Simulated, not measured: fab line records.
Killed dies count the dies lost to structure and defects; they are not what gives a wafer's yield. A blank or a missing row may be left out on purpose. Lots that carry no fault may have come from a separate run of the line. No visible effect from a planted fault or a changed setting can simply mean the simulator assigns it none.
Split-lot study / flow n5 finfet / 21 wafers read across 7 lots, on a route 1938 steps long

== SPLIT DETAILS ==
At N5_BEOL_M9_TRENCH_ETCH_37 (etches SiCOH lowk in C4F6/O2, target depth 151.43 nm, time 49 s), the setting time s was moved away from the recipe's 49 s on 5 of the 21 wafers read, by -13.8% to +18.4%. For the rest of the wafers, this setting stayed at what the recipe calls for.

== FROM THE SPLIT TO THE READING: what the file shows between them, 11 steps ==
- N5_BEOL_M9_ETCH_41: etches SiCN in CH3F/O2, target depth 36.6 nm, time 70.1 s
- N5_BEOL_M9_STRIP_80: strips in N2/H2, time 10 s
- N5_BEOL_M9_OCD_MEAS_38
- N5_BEOL_M9_HM_STRIP_39: strips TiN in peroxide tin strip, target depth 25 nm, time 158 s
- N5_BEOL_M9_SRD_40: time 30 s
- N5_BEOL_M9_ECD_50: material Cu, target thk 318 nm
- N5_BEOL_M9_ANNEAL_51: time 90 s
- N5_BEOL_M9_CMP_52: polishes, stops on SiCOH lowk, t overpolish 7 s, target thk 140 nm
- N5_BEOL_M9_THK_MEAS_53: measures by xrf
- N5_BEOL_M9_PRE_CLEAN_55: time 15 s
- N5_BEOL_M9_DEP_56: deposits SiCN from 3MS/NH3, target thk 15 nm, time 26.5 s

== THE READING ==
M9_RS (ohm/sq), read at N5_BEOL_M9_RS_MEAS_57 with a four-point probe. Typical for fault-free wafers on this fab line: 0.152 ohm/sq, with standard deviation 0.0034 ohm/sq.

wafer=L074.3; tool, chamber at the split=rie diel-02, 3; time s as run, s=49; against the recipe=recipe; M9_RS, ohm/sq=0.145; against lot-mates on the recipe=-
wafer=L074.4; tool, chamber at the split=rie diel-02, 0; time s as run, s=49; against the recipe=recipe; M9_RS, ohm/sq=0.146; against lot-mates on the recipe=-
wafer=L074.6; tool, chamber at the split=rie diel-02, 1; time s as run, s=49; against the recipe=recipe; M9_RS, ohm/sq=0.149; against lot-mates on the recipe=-
wafer=L076.4; tool, chamber at the split=rie diel-02, 3; time s as run, s=49; against the recipe=recipe; M9_RS, ohm/sq=0.149; against lot-mates on the recipe=-
wafer=L076.5; tool, chamber at the split=rie diel-02, 3; time s as run, s=42.26; against the recipe=-13.8%; M9_RS, ohm/sq=0.177; against lot-mates on the recipe=+0.028
wafer=L076.6; tool, chamber at the split=rie diel-02, 2; time s as run, s=42.26; against the recipe=-13.8%; M9_RS, ohm/sq=0.181; against lot-mates on the recipe=+0.032
wafer=L079.3; tool, chamber at the split=rie diel-06, 0; time s as run, s=49; against the recipe=recipe; M9_RS, ohm/sq=0.149; against lot-mates on the recipe=-
wafer=L079.5; tool, chamber at the split=rie diel-06, 2; time s as run, s=49; against the recipe=recipe; M9_RS, ohm/sq=0.154; against lot-mates on the recipe=-
wafer=L079.6; tool, chamber at the split=rie diel-06, 1; time s as run, s=49; against the recipe=recipe; M9_RS, ohm/sq=0.154; against lot-mates on the recipe=-
wafer=L085.1; tool, chamber at the split=rie diel-06, 0; time s as run, s=49; against the recipe=recipe; M9_RS, ohm/sq=0.149; against lot-mates on the recipe=-
wafer=L085.2; tool, chamber at the split=rie diel-06, 1; time s as run, s=49; against the recipe=recipe; M9_RS, ohm/sq=0.154; against lot-mates on the recipe=-
wafer=L085.6; tool, chamber at the split=rie diel-06, 3; time s as run, s=53.49; against the recipe=+9.2%; M9_RS, ohm/sq=0.135; against lot-mates on the recipe=-0.016
wafer=L093.4; tool, chamber at the split=rie diel-04, 2; time s as run, s=49; against the recipe=recipe; M9_RS, ohm/sq=0.155; against lot-mates on the recipe=-
wafer=L093.5; tool, chamber at the split=rie diel-04, 0; time s as run, s=49; against the recipe=recipe; M9_RS, ohm/sq=0.150; against lot-mates on the recipe=-
wafer=L093.6; tool, chamber at the split=rie diel-04, 3; time s as run, s=58.04; against the recipe=+18.4%; M9_RS, ohm/sq=0.129; against lot-mates on the recipe=-0.023
wafer=L095.1; tool, chamber at the split=rie diel-04, 3; time s as run, s=49; against the recipe=recipe; M9_RS, ohm/sq=0.157; against lot-mates on the recipe=-
wafer=L095.2; tool, chamber at the split=rie diel-04, 0; time s as run, s=49; against the recipe=recipe; M9_RS, ohm/sq=0.152; against lot-mates on the recipe=-
wafer=L095.3; tool, chamber at the split=rie diel-04, 2; time s as run, s=49; against the recipe=recipe; M9_RS, ohm/sq=0.158; against lot-mates on the recipe=-
wafer=L096.4; tool, chamber at the split=rie diel-06, 0; time s as run, s=49; against the recipe=recipe; M9_RS, ohm/sq=0.148; against lot-mates on the recipe=-
wafer=L096.5; tool, chamber at the split=rie diel-06, 3; time s as run, s=53.4; against the recipe=+9.0%; M9_RS, ohm/sq=0.138; against lot-mates on the recipe=-0.013
wafer=L096.6; tool, chamber at the split=rie diel-06, 2; time s as run, s=49; against the recipe=recipe; M9_RS, ohm/sq=0.154; against lot-mates on the recipe=-

FIT RESULTS
A straight line over all 21 wafers: M9_RS changes by -0.00164 ohm/sq for each +1% of time s; r = -0.94; the points scatter about the line by 0.0042 ohm/sq.
The same after taking each lot's own level away (the mean of its wafers on the recipe; 21 wafers): -0.00174 ohm/sq for each +1%; r = -0.96; scatter 0.0035 ohm/sq.
Per that fit: largest time s move, reading shift of 0.032 ohm/sq.
From 0.1467 to 0.1557 ohm/sq: that is the span of the lots' own levels, equal to 2.6 times the standard deviation above.
The two slopes are in agreement: the lot-to-lot level therefore moves the slope only a little.
Check: -0.0364 ohm/sq against its lot-mates is what the line predicts for one of the wafers moved furthest among these (+18.4%) when that wafer is left out of the fit. It came out at -0.0235 ohm/sq against them.

== THE OTHER SPLITS THESE WAFERS WENT THROUGH ==
Note: prior to the reading, these wafers also went through further splits. Each is held against what the fit with the lots' levels taken away leaves over:
other split on the same wafers=N5_BEOL_M8_EXPOSE_08 dose mj; wafers away from the commonest value=4; r with M9_RS (lot level and that fit taken away)=+0.13
other split on the same wafers=N5_BEOL_M8_TRENCH_ETCH_37 bias w; wafers away from the commonest value=7; r with M9_RS (lot level and that fit taken away)=+0.18
other split on the same wafers=N5_BEOL_M9_ETCH_66 time s; wafers away from the commonest value=7; r with M9_RS (lot level and that fit taken away)=+0.04

== THE WHOLE CHAIN: every reading that the file lists as answering this split, in the file's order ==
step=N5_BEOL_M9_TRENCH_ETCH_37; what it does=etches SiCOH lowk in C4F6/O2, target depth 151.43 nm, time 49 s; reading=BEOL_M9.feature depth nm (the simulator's own value, which no gauge read); change (the file's fit)=+1.41 nm for each +1% of the setting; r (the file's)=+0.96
step=N5_BEOL_M9_TRENCH_ETCH_37; what it does=etches SiCOH lowk in C4F6/O2, target depth 151.43 nm, time 49 s; reading=etch.depth nm (the simulator's own value, which no gauge read); change (the file's fit)=+1.41 nm for each +1% of the setting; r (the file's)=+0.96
step=N5_BEOL_M9_TRENCH_ETCH_37; what it does=etches SiCOH lowk in C4F6/O2, target depth 151.43 nm, time 49 s; reading=TiN_of_BEOL_M9_HM_DEP_02.thk nm (the simulator's own value, which no gauge read); change (the file's fit)=-0.043 nm for each +1% of the setting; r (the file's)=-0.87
step=N5_BEOL_M9_OCD_MEAS_38; what it does=; reading=trench depth nm; change (the file's fit)=+1.43 nm for each +1% of the setting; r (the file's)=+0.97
step=N5_BEOL_M9_CMP_52; what it does=polishes, stops on SiCOH lowk, t overpolish 7 s, target thk 140 nm; reading=Cu_of_BEOL_M9_ECD_50.thk nm (the simulator's own value, which no gauge read); change (the file's fit)=+1.39 nm for each +1% of the setting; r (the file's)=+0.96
step=N5_BEOL_M9_THK_MEAS_53; what it does=measures by xrf; reading=M9_THK; change (the file's fit)=+1.41 for each +1% of the setting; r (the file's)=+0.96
step=N5_BEOL_M9_RS_MEAS_57; what it does=measures by four-point-probe; reading=M9_RS; change (the file's fit)=-0.00161 for each +1% of the setting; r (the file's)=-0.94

== THE FILE'S OWN FIT ==
M9_RS changes by -0.00161 ohm/sq for each +1% of time s, r = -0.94.
